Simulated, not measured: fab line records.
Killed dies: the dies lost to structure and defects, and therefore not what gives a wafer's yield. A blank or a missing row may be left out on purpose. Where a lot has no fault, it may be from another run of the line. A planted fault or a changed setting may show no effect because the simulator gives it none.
fab line records	flow n5-finfet
record lots=7	wafers=21
route steps=1938 shown ZERO_LAYER@6 PMOS_HMC_CHANNEL_EPI@58 FIN_SAQP@130 STI_FIN_REVEAL@190 SD_EPI_N@267
start-h: hours from the record's opening day to when the first of the lot's shown wafers began	wait-h: how many hours have passed since the lot's step before this one	" the same as in the row above	L1.1+2: a row that stands for several wafers	- either no value or no given start	* or withheld: withheld	< > ~ a bound
route shown NAME@n: a module of which the file shows steps, and the number in the route of the first	usual: the fault-free wafers' mean and standard deviation	same: alike in all rows	chamber/n: place in a boat	sites: the reading at each site	_std_site: the values' standard deviation	_edge_site: inner sites' mean taken away from outer sites' mean	radius-mm: how far each site lies from the wafer's centre	mask NAME#n: copy n	behind: tool/chamber where the wafer was last shaped	hold: what put the lot on hold/how long, in hours/how the hold closed	device: the transistor (n, p or np) that didn't switch	end of line: tests run on the same wafers once the route is complete	where a step has no rows: the recipe by itself	killed: not the wafer's yield, but the dies lost to structure and defects at the first sort	map: the dies of a wafer, with x for killed, . for not killed, _ for no die there
set.NAME: the setting as run; set.NAME@STEP: as run at that earlier step	model.NAME: the simulator's own value behind a step, which no gauge read
one table per step and one row per wafer, for lots whose settings were changed on purpose
## steps
# step N5_ZERO_LAYER_COAT_05
# recipe spin-rpm=1500	resist-thk-nm=1000
lot.wafer	tool	chamber	start-h	wait-h	set.spin-rpm	model.coat_of_ZERO_LAYER_COAT_05.thk-nm
L077.1	litho-track-02	0	-	-	1500	1000
L077.2	"	0	"	"	1639	956.1
L077.4	"	0	"	"	1639	957.1
L082.1	litho-track-02	0	-	-	1407	1034
L082.4	"	0	"	"	1407	1032
L082.5	"	0	"	"	1500	1001
L085.1	litho-track-01	0	-	-	1500	1003
L085.3+4	"	0	"	"	1500	1004
L086.2	litho-track-05	0	-	-	1500	998.7
L086.5	"	0	"	"	1500	998.8
L086.6	"	0	"	"	1368	1044
L089.1	litho-track-02	0	-	-	1500	997.3
L089.3	"	0	"	"	1500	1003
L089.4	"	0	"	"	1500	1001
L092.2	litho-track-01	0	-	-	1500	997.5
L092.4	"	0	"	"	1655	949.8
L092.6	"	0	"	"	1655	950.1
L094.3	litho-track-02	0	-	-	1500	1006
L094.5	"	0	"	"	1500	1008
L094.6	"	0	"	"	1666	954.4
# step N5_ZERO_LAYER_EXPOSE_08
# recipe mask-id=ZERO	na=0.55	source-shape=conventional	sigma-outer=0.8	polarization=unpolarized	defocus-nm=0	target-cd-nm=2000	dose-mj=16.2
lot.wafer	tool	chamber	start-h	wait-h	mask	set.dose-mj
L077.1+2	krf-scanner-02	0	30.46	-	ZERO#0	16.2
L077.4	"	0	"	"	ZERO#0	17.04
L082.1+4+5	krf-scanner-01	0	60.61	-	ZERO#0	16.2
L085.1+3+4	krf-scanner-02	0	78.46	-	ZERO#0	16.2
L086.2+5+6	krf-scanner-02	0	84.49	-	ZERO#0	16.2
L089.1+3+4	krf-scanner-01	0	102.46	-	ZERO#0	16.2
L092.2+6	krf-scanner-01	0	120.47	-	ZERO#0	15.58
L092.4	"	0	"	"	ZERO#0	16.2
L094.3+5+6	krf-scanner-02	0	132.60	-	ZERO#0	15.88
# step N5_ZERO_LAYER_PEB_09
# recipe peb-temp-c=withheld	peb-time-s=*
# step N5_ZERO_LAYER_DEVELOP_10
# recipe develop-time-s=60	rinse-liquid=diw	dry=air-spin	dev-temp-c=21
# step N5_ZERO_LAYER_HARDBAKE_23
# recipe temp-c=130	time-s=120
# step N5_ZERO_LAYER_CD_MEAS_11
# recipe target-cd-nm=2000	landing-energy-ev=500	detector=se-inlens
# usual cd-nm=2000.0/1.4
lot.wafer	tool	chamber	start-h	wait-h	set.dose-mj@ZERO_LAYER_EXPOSE_08	cd-nm
L077.1	cd-sem-01	0	30.64	-	16.2	1999.3
L077.2	"	0	"	"	16.2	2002.1
L077.4	"	0	"	"	17.04	2010.0
L082.1	cd-sem-02	0	60.78	-	16.2	1999.3
L082.4	"	0	"	"	16.2	2000.7
L082.5	"	0	"	"	16.2	2000.1
L085.1	cd-sem-01	0	78.64	-	16.2	2000.5
L085.3	"	0	"	"	16.2	1997.7
L085.4	"	0	"	"	16.2	1998.0
L086.2	cd-sem-01	0	84.66	-	16.2	1999.1
L086.5	"	0	"	"	16.2	2001.0
L086.6	"	0	"	"	16.2	1998.5
L089.1	cd-sem-01	0	102.64	-	16.2	1998.2
L089.3	"	0	"	"	16.2	1998.5
L089.4	"	0	"	"	16.2	1998.9
L092.2	cd-sem-01	0	120.64	-	15.58	1994.0
L092.4	"	0	"	"	16.2	2002.7
L092.6	"	0	"	"	15.58	1994.1
L094.3	cd-sem-03	0	132.77	-	15.88	1995.1
L094.5	"	0	"	"	15.88	1996.5
L094.6	"	0	"	"	15.88	1995.6
# step N5_ZERO_LAYER_DESCUM_16
# recipe chemistry=O2	time-s=7.9	source-power-w=50	bias-power-w=20	pressure-mtorr=20	rf-frequency-hz=2.712e+07	temp-c=40	o2-flow-sccm=225
# step N5_ZERO_LAYER_ETCH_17
# recipe chemistry=CF4	target=SiO2	target-depth-a=120	time-s=13.3	ion-energy-ev=350	pressure-mtorr=40	source-w=450	bias-w=215	Ar_flow_sccm=100	cf4-flow-sccm=100
# step N5_ZERO_LAYER_ETCH_18
# recipe chemistry=HBr/Cl2	target=Si	target-depth-a=1200	time-s=40	pressure-mtorr=10	icp-w=800	bias-w=75	HBr_flow_sccm=150	Cl2_flow_sccm=80
# step N5_ZERO_LAYER_STRIP_24
# recipe chemistry=O2	power-w=1000	temp-c=250	overash-fraction=0.3	pressure-mtorr=1000	o2-flow-sccm=6750
# usual strip-time-to-endpoint-s=43.87/0.088
lot.wafer	tool	chamber	start-h	wait-h	set.spin-rpm@ZERO_LAYER_COAT_05	strip-time-to-endpoint-s
L077.1	plasma-asher-02	1	30.89	0.1	1500	43.84
L077.2	"	0	"	"	1639	42.52
L077.4	"	1	"	"	1639	42.60
L082.1	plasma-asher-02	0	61.03	0.1	1407	44.90
L082.4	"	0	"	"	1407	44.82
L082.5	"	1	"	"	1500	43.87
L085.1	plasma-asher-01	0	79.19	0.1	1500	43.95
L085.3	"	0	"	"	1500	43.97
L085.4	"	1	"	"	1500	43.98
L086.2	plasma-asher-02	1	85.09	0.1	1500	43.79
L086.5	"	0	"	"	1500	43.82
L086.6	"	1	"	"	1368	45.16
L089.1	plasma-asher-02	0	102.93	0.1	1500	43.79
L089.3	"	1	"	"	1500	43.95
L089.4	"	0	"	"	1500	43.87
L092.2	plasma-asher-01	0	120.89	0.1	1500	43.78
L092.4	"	0	"	"	1655	42.35
L092.6	"	0	"	"	1655	42.36
L094.3	plasma-asher-01	1	133.04	0.1	1500	44.01
L094.5	"	0	"	"	1500	44.09
L094.6	"	1	"	"	1666	42.48
# step N5_PMOS_HMC_CHANNEL_EPI_COAT_31
# recipe resist=BARC	temp-c=205	time-s=60	spin-rpm=1500	resist-thk-nm=66
lot.wafer	tool	chamber	start-h	wait-h	set.spin-rpm	model.BARC_of_PMOS_HMC_CHANNEL_EPI_COAT_31.thk-nm
L077.1	litho-track-02	0	35.42	0.0	1500	65.97
L077.2	"	0	"	"	1604	63.94
L077.4	"	0	"	"	1500	65.92
L082.1	litho-track-05	0	65.09	0.0	1500	65.96
L082.4	"	0	"	"	1500	66
L082.5	"	0	"	"	1559	64.77
L085.1	litho-track-05	0	83.53	0.0	1342	69.95
L085.3	"	0	"	"	1342	69.67
L085.4	"	0	"	"	1500	66.06
L086.2	litho-track-02	0	89.40	0.0	1619	63.25
L086.5	"	0	"	"	1619	63.47
L086.6	"	0	"	"	1619	63.31
L089.1	litho-track-05	0	107.08	0.0	1500	65.88
L089.3	"	0	"	"	1500	66.2
L089.4	"	0	"	"	1500	65.91
L092.2	litho-track-05	0	126.70	0.0	1585	64.12
L092.4	"	0	"	"	1500	65.99
L092.6	"	0	"	"	1500	65.98
L094.3	litho-track-02	0	137.30	0.0	1500	66.56
L094.5	"	0	"	"	1500	66.42
L094.6	"	0	"	"	1642	63.52
# step N5_PMOS_HMC_CHANNEL_EPI_PEB_07
# recipe peb-temp-c=110	peb-time-s=60	resist=CAR-ArF-block
lot.wafer	tool	chamber	start-h	wait-h	set.peb-temp-c
L077.1	litho-track-04	0	35.70	0.1	107.1
L077.2+4	"	0	"	"	110
L082.1+4+5	litho-track-04	0	65.38	0.1	110
L085.1+4	litho-track-05	0	83.81	0.1	110
L085.3	"	0	"	"	113.1
L086.2	litho-track-04	0	89.68	0.0	110
L086.5+6	"	0	"	"	108.8
L089.1+3+4	litho-track-05	0	107.36	0.1	110
L092.2+4	litho-track-04	0	126.98	0.0	110
L092.6	"	0	"	"	108.4
L094.3+6	litho-track-05	0	137.45	0.0	110
L094.5	"	0	"	"	112.1
# step N5_PMOS_HMC_CHANNEL_EPI_DEVELOP_08
# recipe develop-time-s=30	developer=TMAH	resist=CAR-ArF-block	dev-temp-c=23	rinse-liquid=diw	dry=air-spin
# step N5_PMOS_HMC_CHANNEL_EPI_CD_MEAS_09
# recipe target-cd-nm=237.4	landing-energy-ev=500	detector=se-inlens
# usual cd-nm=237.1/0.8
lot.wafer	tool	chamber	start-h	wait-h	set.peb-temp-c@PMOS_HMC_CHANNEL_EPI_PEB_07	cd-nm
L077.1	cd-sem-02	0	35.76	-	107.1	227.7
L077.2	"	0	"	"	110	236.4
L077.4	"	0	"	"	110	237.8
L082.1	cd-sem-01	0	65.44	-	110	238.0
L082.4	"	0	"	"	110	237.5
L082.5	"	0	"	"	110	237.0
L085.1	cd-sem-01	0	83.87	-	110	236.8
L085.3	"	0	"	"	113.1	246.6
L085.4	"	0	"	"	110	237.6
L086.2	cd-sem-01	0	89.75	-	110	237.1
L086.5	"	0	"	"	108.8	233.0
L086.6	"	0	"	"	108.8	233.5
L089.1	cd-sem-02	0	107.43	-	110	237.3
L089.3	"	0	"	"	110	238.6
L089.4	"	0	"	"	110	236.6
L092.2	cd-sem-03	0	127.05	-	110	238.3
L092.4	"	0	"	"	110	237.8
L092.6	"	0	"	"	108.4	232.7
L094.3	cd-sem-02	0	137.52	-	110	237.0
L094.5	"	0	"	"	112.1	242.2
L094.6	"	0	"	"	110	235.8
# step N5_PMOS_HMC_CHANNEL_EPI_DESCUM_14
# recipe chemistry=O2	time-s=7.9	source-power-w=50	bias-power-w=20	pressure-mtorr=20	rf-frequency-hz=2.712e+07	temp-c=40	resist=CAR-ArF-block	o2-flow-sccm=225
lot.wafer	tool	chamber	start-h	wait-h	set.peb-temp-c@PMOS_HMC_CHANNEL_EPI_PEB_07	model.PMOS_HMC_CHANNEL_EPI.cd-nm
L077.1	rie-diel-01	1	36.16	0.3	107.1	227.9
L077.2	"	3	"	"	110	236.4
L077.4	"	3	"	"	110	237.3
L082.1	rie-diel-01	0	65.54	0.0	110	238
L082.4	"	1	"	"	110	237.5
L082.5	"	1	"	"	110	237
L085.1	rie-diel-04	1	84.00	0.1	110	236.4
L085.3	"	3	"	"	113.1	246.4
L085.4	"	0	"	"	110	237.7
L086.2	rie-diel-04	3	89.84	0.0	110	236.9
L086.5	"	2	"	"	108.8	233
L086.6	"	3	"	"	108.8	233.3
L089.1	rie-diel-01	2	107.61	0.1	110	237.4
L089.3	"	3	"	"	110	238.6
L089.4	"	0	"	"	110	236.9
L092.2	rie-diel-04	1	127.14	0.0	110	238.3
L092.4	"	2	"	"	110	237.9
L092.6	"	3	"	"	108.4	232.7
L094.3	rie-diel-01	0	138.38	0.8	110	236.8
L094.5	"	2	"	"	112.1	242.2
L094.6	"	3	"	"	110	236
# step N5_PMOS_HMC_CHANNEL_EPI_ETCH_32
# recipe chemistry=N2/H2	target=BARC	stop-on=SiO2	target-depth-a=858	over-etch-frac=0.3	time-s=50.3	ion-energy-ev=200	mask-material=CAR-ArF-block	pressure-mtorr=30	source-w=840	bias-w=150	n2-flow-sccm=200	h2-flow-sccm=200
lot.wafer	tool	chamber	start-h	wait-h	set.spin-rpm@PMOS_HMC_CHANNEL_EPI_COAT_31	set.peb-temp-c@PMOS_HMC_CHANNEL_EPI_PEB_07	model.etch.depth-nm	model.PMOS_HMC_CHANNEL_EPI.cd-nm
L077.1	rie-diel-01	1	36.20	0.0	1500	107.1	65.97	230.3
L077.2	"	3	"	"	1604	110	63.94	239.1
L077.4	"	3	"	"	1500	110	65.92	239.9
L082.1	rie-diel-01	0	65.57	0.0	1500	110	65.96	241.3
L082.4	"	1	"	"	1500	110	66	240.3
L082.5	"	1	"	"	1559	110	64.77	239.6
L085.1	rie-diel-04	1	84.03	0.0	1342	110	69.95	239.5
L085.3	"	3	"	"	1342	113.1	69.67	248.4
L085.4	"	0	"	"	1500	110	66.06	239.6
L086.2	rie-diel-04	3	89.87	0.0	1619	110	63.25	239.7
L086.5	"	2	"	"	1619	108.8	63.47	236.3
L086.6	"	3	"	"	1619	108.8	63.31	234.9
L089.1	rie-diel-01	2	107.64	0.0	1500	110	65.88	240.3
L089.3	"	3	"	"	1500	110	66.2	240.6
L089.4	"	0	"	"	1500	110	65.91	240.1
L092.2	rie-diel-04	1	127.17	0.0	1585	110	64.12	241.3
L092.4	"	2	"	"	1500	110	65.99	241
L092.6	"	3	"	"	1500	108.4	65.98	235.1
L094.3	rie-diel-01	0	138.41	0.0	1500	110	66.56	239.5
L094.5	"	2	"	"	1500	112.1	66.42	244.1
L094.6	"	3	"	"	1642	110	63.52	237.2
# step N5_FIN_SAQP_ETCH_65
# recipe chemistry=CF4	target=SiO2	target-depth-a=40	ion-energy-ev=350	time-s=4.4	pressure-mtorr=10	icp-w=800	bias-w=400	cf4-flow-sccm=80
lot.wafer	tool	chamber	start-h	wait-h	set.time-s	model.etch.depth-nm
L077.1	rie-si-06	2	43.86	0.1	4.4	3.965
L077.2	"	1	"	"	4.4	4.003
L077.4	"	3	"	"	4.106	3.612
L082.1	rie-si-06	3	72.95	0.1	4.946	4.432
L082.4	"	1	"	"	4.4	4.057
L082.5	"	1	"	"	4.4	4.073
L085.1	rie-si-01	3	90.81	0.1	4.976	4.561
L085.3	"	1	"	"	4.4	3.964
L085.4	"	2	"	"	4.976	4.414
L086.2	rie-si-03	1	100.18	0.1	4.4	3.932
L086.5	"	1	"	"	4.4	3.941
L086.6	"	2	"	"	4.4	3.894
L089.1	rie-si-03	0	114.32	0.1	4.4	3.953
L089.3	"	1	"	"	4.4	4.034
L089.4	"	3	"	"	4.4	3.965
L092.2	rie-si-06	0	134.67	0.1	5.366	4.827
L092.4	"	1	"	"	4.4	4.067
L092.6	"	0	"	"	5.366	4.85
L094.3	rie-si-01	3	146.22	0.1	3.422	3.115
L094.5	"	1	"	"	4.4	3.938
L094.6	"	2	"	"	4.4	3.944
# step N5_STI_FIN_REVEAL_ETCHBACK_08
# recipe chemistry=C4F6/O2	target=SiO2	target-depth-a=305	time-s=10.167	ion-energy-ev=250	pressure-mtorr=30	source-w=345	bias-w=185	Ar_flow_sccm=300	C4F6_flow_sccm=10	O2_flow_sccm=10
lot.wafer	tool	chamber	start-h	wait-h	set.time-s
L077.1	rie-diel-05	3	53.99	0.5	10.167
L077.2+4	"	1,2	"	"	9.186
L082.1+5	rie-diel-05	3,1	83.03	0.2	12.26
L082.4	"	1	"	"	10.167
L085.1+3+4	rie-diel-05	3,0,1	101.58	0.4	10.167
L086.2+6	rie-diel-05	3	109.49	0.2	10.167
L086.5	"	2	"	"	8.764
L089.1+3+4	rie-diel-06	0,2,2	123.69	0.4	10.167
L092.2+4+6	rie-diel-03	3,2,0	144.32	0.2	10.167
L094.3	rie-diel-06	0	155.38	0.1	8.795
L094.5+6	"	0,1	"	"	10.167
# step N5_STI_FIN_REVEAL_STRIP_24
# recipe chemistry=N2/H2	time-s=90	power-w=100	temp-c=40	pressure-mtorr=100	rf-frequency-hz=6e+07	bias-power-w=3	n2-flow-sccm=300	h2-flow-sccm=300
# step N5_STI_FIN_REVEAL_PRECLEAN_25
# recipe chemistry=SPM	time-s=90	temp-c=120	mix=4:1
# step N5_STI_FIN_REVEAL_SRD_23
# recipe dry=ipa-marangoni	time-s=30	temp-c=23	rinse-liquid=diw
# step N5_STI_FIN_REVEAL_FIN_H_MEAS_10
# usual trench-depth-nm=52.1/0.63
lot.wafer	tool	chamber	start-h	wait-h	set.time-s@STI_FIN_REVEAL_ETCHBACK_08	trench-depth-nm
L077.1	ocd-02	-	56.94	0.0	10.167	50.9
L077.2	"	-	"	"	9.186	47.9
L077.4	"	-	"	"	9.186	48.3
L082.1	ocd-02	-	85.98	0.0	12.26	57.5
L082.4	"	-	"	"	10.167	52.2
L082.5	"	-	"	"	12.26	57.9
L085.1	ocd-01	-	104.58	0.0	10.167	51.8
L085.3	"	-	"	"	10.167	51.8
L085.4	"	-	"	"	10.167	51.9
L086.2	ocd-01	-	112.98	0.0	10.167	50.9
L086.5	"	-	"	"	8.764	47.2
L086.6	"	-	"	"	10.167	51.0
L089.1	ocd-02	-	126.67	0.0	10.167	52.4
L089.3	"	-	"	"	10.167	51.9
L089.4	"	-	"	"	10.167	51.9
L092.2	ocd-02	-	147.32	0.0	10.167	52.8
L092.4	"	-	"	"	10.167	52.2
L092.6	"	-	"	"	10.167	52.0
L094.3	ocd-01	-	158.63	0.0	8.795	47.2
L094.5	"	-	"	"	10.167	51.8
L094.6	"	-	"	"	10.167	52.3
# step N5_SD_EPI_N_EXPOSE_06
# recipe mask-id=SD_N_BLK	na=1.35	source-shape=conventional	sigma-outer=0.8	polarization=unpolarized	target-cd-nm=120	dose-mj=39.75
lot.wafer	tool	chamber	start-h	wait-h	mask	set.dose-mj
L077.1+2+4	arfi-scanner-01	0	69.49	-	SD_N_BLK#0	39.75
L082.1+4	arfi-scanner-02	0	100.23	-	SD_N_BLK#0	42.73
L082.5	"	0	"	"	SD_N_BLK#0	39.75
L085.1+4	arfi-scanner-01	0	117.55	-	SD_N_BLK#0	39.75
L085.3	"	0	"	"	SD_N_BLK#0	40.61
L086.2	arfi-scanner-02	0	126.07	-	SD_N_BLK#0	39.75
L086.5+6	"	0	"	"	SD_N_BLK#0	41.51
L089.1+3+4	arfi-scanner-02	0	137.48	-	SD_N_BLK#0	39.75
L092.2	arfi-scanner-03	0	158.78	-	SD_N_BLK#0	39.75
L092.4+6	"	0	"	"	SD_N_BLK#0	41.93
L094.3+5	arfi-scanner-01	0	169.70	-	SD_N_BLK#0	41.43
L094.6	"	0	"	"	SD_N_BLK#0	39.75
## key
split step=N5_ZERO_LAYER_COAT_05	setting=spin-rpm	stated=1500	by=wafer
response step=N5_ZERO_LAYER_COAT_05	reading=model.coat_of_ZERO_LAYER_COAT_05.thk-nm	change=-4.8	per=1%	r=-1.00
response step=N5_ZERO_LAYER_STRIP_24	reading=strip-time-to-endpoint-s	change=*	per=1%	r=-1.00
split step=N5_ZERO_LAYER_EXPOSE_08	setting=dose-mj	stated=16.2	by=wafer
response step=N5_ZERO_LAYER_CD_MEAS_11	reading=cd-nm	change=+1.97	per=1%	r=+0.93
split step=N5_PMOS_HMC_CHANNEL_EPI_COAT_31	setting=spin-rpm	stated=1500	by=wafer
response step=N5_PMOS_HMC_CHANNEL_EPI_COAT_31	reading=model.BARC_of_PMOS_HMC_CHANNEL_EPI_COAT_31.thk-nm	change=-0.327	per=1%	r=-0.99
response step=N5_PMOS_HMC_CHANNEL_EPI_ETCH_32	reading=model.etch.depth-nm	change=-0.327	per=1%	r=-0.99
split step=N5_PMOS_HMC_CHANNEL_EPI_PEB_07	setting=peb-temp-c	stated=110	by=wafer
response step=N5_PMOS_HMC_CHANNEL_EPI_CD_MEAS_09	reading=cd-nm	change=+3.39	per=1%	r=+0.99
response step=N5_PMOS_HMC_CHANNEL_EPI_DESCUM_14	reading=model.PMOS_HMC_CHANNEL_EPI.cd-nm	change=+3.34	per=1%	r=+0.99
response step=N5_PMOS_HMC_CHANNEL_EPI_ETCH_32	reading=model.PMOS_HMC_CHANNEL_EPI.cd-nm	change=+3.36	per=1%	r=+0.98
split step=N5_FIN_SAQP_ETCH_65	setting=time-s	stated=4.4	by=wafer
response step=N5_FIN_SAQP_ETCH_65	reading=model.etch.depth-nm	change=+0.0366	per=1%	r=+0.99
split step=N5_STI_FIN_REVEAL_ETCHBACK_08	setting=time-s	stated=10.167	by=wafer
response step=N5_STI_FIN_REVEAL_FIN_H_MEAS_10	reading=trench-depth-nm	change=+0.289	per=1%	r=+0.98
split step=N5_SD_EPI_N_EXPOSE_06	setting=dose-mj	stated=39.75	by=wafer
response none in this file
